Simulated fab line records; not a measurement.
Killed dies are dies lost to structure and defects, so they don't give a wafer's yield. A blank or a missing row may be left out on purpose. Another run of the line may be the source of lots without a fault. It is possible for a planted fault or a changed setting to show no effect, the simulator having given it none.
3 desks, one fault / flow n5-finfet / what lay behind the numbers comes last; until then each desk has only its own

== THE DEFECT DESK ==
Inspection counts along the route, by lot: the mean over sampled wafers that carry a number. Marked OUT: a lot whose mean sits more than 4 standard deviations from the usual mean, which makes it out of limits; the brackets give that distance.
Columns: A = raw-defect-count at N5_BEOL_M6_INSPECT_13, usual 398
lot=L224; first seen here=day 8 19:41; A=461
lot=L228; first seen here=day 9 19:37; A=325
lot=L230; first seen here=day 10 01:48; A=342
lot=L231; first seen here=day 10 17:35; A=308
lot=L233; first seen here=day 10 22:59; A=336
lot=L243; first seen here=day 13 05:35; A=490
lot=L242; first seen here=day 13 08:58; A=314
lot=L246; first seen here=day 15 00:41; A=372
This desk's finding: nothing out of limits on any of the 8 lots.

== THE TOOL OWNER'S DESK: rie-diel-01 ==
The tool's own readings at N5_BEOL_M6_STRIP_19 (strips in O2): means of the sampled wafers that have a number, for each lot that ran on this tool. Marked OUT: a lot whose mean sits more than 4 standard deviations from the usual mean, which makes it out of limits; the brackets give that distance.
Columns: A = chamber-pressure-mTorr at N5_BEOL_M6_STRIP_19, usual 30.00 mTorr; B = drypump-motor-current-A at N5_BEOL_M6_STRIP_19, usual 5.6 A; C = oes-product-au at N5_BEOL_M6_STRIP_19, usual 0.82 a.u.; D = rf-vpp-V at N5_BEOL_M6_STRIP_19, usual 3.7 V; E = showerhead-plenum-p-Torr at N5_BEOL_M6_STRIP_19, usual 2.10 Torr; F = throttle-valve-pct at N5_BEOL_M6_STRIP_19, usual 16.60 %
lot=L230; first seen here=day 10 02:14; A=29.98; B=6.0; C=0.84; D=3.6; E=2.05; F=16.55
lot=L233; first seen here=day 10 23:25; A=30.02; B=6.0; C=0.82; D=3.1; E=2.05; F=16.55
lot=L246; first seen here=day 15 01:31; A=29.96; B=5.4; C=0.88; D=3.6; E=2.05; F=16.57
This desk's finding: nothing out of limits on any of the 3 lots.

== METROLOGY DESK ==
What the gauges read for every lot (on any tool): the sampled wafers with a number, averaged. Marked OUT: a lot whose mean sits more than 4 standard deviations from the usual mean, which makes it out of limits; the brackets give that distance. Shown here are 7 of its 10 readings, the ones lying furthest out on some lot.
Columns: A = DIBL_N at N5_BEOL_M4_RC_MEAS_101, usual 36.1 mV/V; B = IOFF_N at N5_BEOL_M4_RC_MEAS_101, usual 0.159 nA/um; C = IOFF_P at N5_BEOL_M4_RC_MEAS_101, usual 0.21 nA/um; D = ION_N at N5_BEOL_M4_RC_MEAS_101, usual 675 uA/um; E = ION_P at N5_BEOL_M4_RC_MEAS_101, usual 464 uA/um; F = SS_P at N5_BEOL_M4_RC_MEAS_101, usual 73.3 mV/dec; G = VT_P at N5_BEOL_M4_RC_MEAS_101, usual -250 mV
lot=L224; first seen here=day 8 06:20; A=36.5; B=0.152; C=0.19; D=667; E=455; F=72.8; G=-251
lot=L228; first seen here=day 9 02:39; A=35.9; B=0.157; C=0.22; D=675; E=468; F=73.3; G=-251
lot=L230; first seen here=day 9 09:17; A=38.7; B=0.213; C=0.24; D=686; E=465; F=74.1; G=-250
lot=L231; first seen here=day 10 03:05; A=37.1; B=0.156; C=0.22; D=669; E=464; F=73.5; G=-249
lot=L233; first seen here=day 10 05:15; A=35.8; B=0.176; C=0.23; D=681; E=470; F=73.3; G=-249
lot=L242; first seen here=day 12 12:51; A=36.7; B=0.185; C=0.23; D=673; E=463; F=74.5; G=-249
lot=L243; first seen here=day 12 17:18; A=37.5; B=0.191; C=0.28; D=693; E=479; F=73.5; G=-242
lot=L246; first seen here=day 14 09:27; A=35.9; B=0.176; C=0.23; D=683; E=470; F=73.1; G=-247
This desk's finding: nothing out of limits on any of the 8 lots.

== TAKEN TOGETHER ==
Nothing the defect desk looked at was out of limits.
Nothing out of limits was seen by the tool owner's desk.
The metrology desk saw nothing out of limits.

== WHAT THE SIMULATOR HAD PUT IN ==
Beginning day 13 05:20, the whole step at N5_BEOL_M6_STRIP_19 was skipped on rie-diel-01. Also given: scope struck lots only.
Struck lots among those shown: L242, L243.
